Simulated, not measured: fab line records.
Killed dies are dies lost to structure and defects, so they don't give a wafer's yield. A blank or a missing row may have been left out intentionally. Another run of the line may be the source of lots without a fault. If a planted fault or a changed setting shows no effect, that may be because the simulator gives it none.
2 desks, one fault | flow n5 finfet | every desk sees just its own numbers, and what lay behind them comes last

## FOR THE TOOL OWNER'S DESK: litho track-02
The tool's own readings at N5_BEOL_M6_COAT_64 (time 60 s, resist thk 12 nm): means of the sampled wafers that have a number, for each lot that ran on this tool. Marked OUT: a lot whose mean sits more than 4 standard deviations from the usual mean, which makes it out of limits; the brackets give that distance.
Columns: A = chill plate temp C at N5_BEOL_M6_COAT_64, usual 23.02 C; B = spin speed rpm at N5_BEOL_M6_COAT_64, usual 1500.1 rpm
lot  | first seen here | A     | B
L788 | day 10 09:53    | 23.05 | 1500.6
L787 | day 10 13:23    | 22.98 | 1498.5
L793 | day 11 21:22    | 23.01 | 1500.6
L798 | day 13 06:34    | 22.95 | 1725.2 (+99 or more) OUT
L801 | day 14 02:07    | 23.09 | 1724.8 (+99 or more) OUT
This desk's verdict: out of limits on L798, L801, starting with L798 at day 13 06:34 (spin speed rpm at N5_BEOL_M6_COAT_64). In limits: L788, L787, L793.

## AT THE METROLOGY DESK
What the gauges read, lot by lot, whatever tool the lot ran on: means of the sampled wafers that have a number. Marked OUT: a lot whose mean sits more than 4 standard deviations from the usual mean, which makes it out of limits; the brackets give that distance.
Columns: A = cd nm at N5_BEOL_M6_CD_MEAS_18, usual 40.3 nm; B = cd nm at N5_BEOL_M6_CD_MEAS_28, usual 39.95 nm
lot  | first seen here | A    | B
L779 | day 8 03:16     | 41.0 | 40.04
L783 | day 9 01:36     | 39.0 | 39.94
L784 | day 9 10:29     | 40.0 | 39.83
L785 | day 9 20:14     | 39.9 | 40.17
L788 | day 10 08:58    | 40.3 | 39.98
L787 | day 10 13:21    | 40.4 | 39.79
L789 | day 10 15:54    | 39.8 | 40.13
L792 | day 11 17:10    | 40.7 | 40.04
L793 | day 11 21:20    | 39.9 | 39.94
L798 | day 13 06:25    | 40.4 | 39.76
L801 | day 14 01:47    | 41.1 | 39.87
L802 | day 14 18:43    | 40.3 | 39.95
This desk found nothing out of limits on any of the 12 lots.

## ALL TOGETHER
The tool owner's desk could have raised an alarm at day 13 06:34, on L798, L801.
At the metrology desk, nothing out of limits was observed.
The metrology desk holds a record of L798, L801, inside its limits.
Of the lots named, all ran N5_BEOL_M6_COAT_64 on litho track-02.

## WHAT THE SIMULATOR PUT IN
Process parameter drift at N5_BEOL_M6_COAT_64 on litho track-02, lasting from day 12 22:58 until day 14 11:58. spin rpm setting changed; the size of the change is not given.
Shown lots that were struck: L798, L801.
Each desk's first reading out of limits, in hours after the fault started: the tool owner's desk, 8.
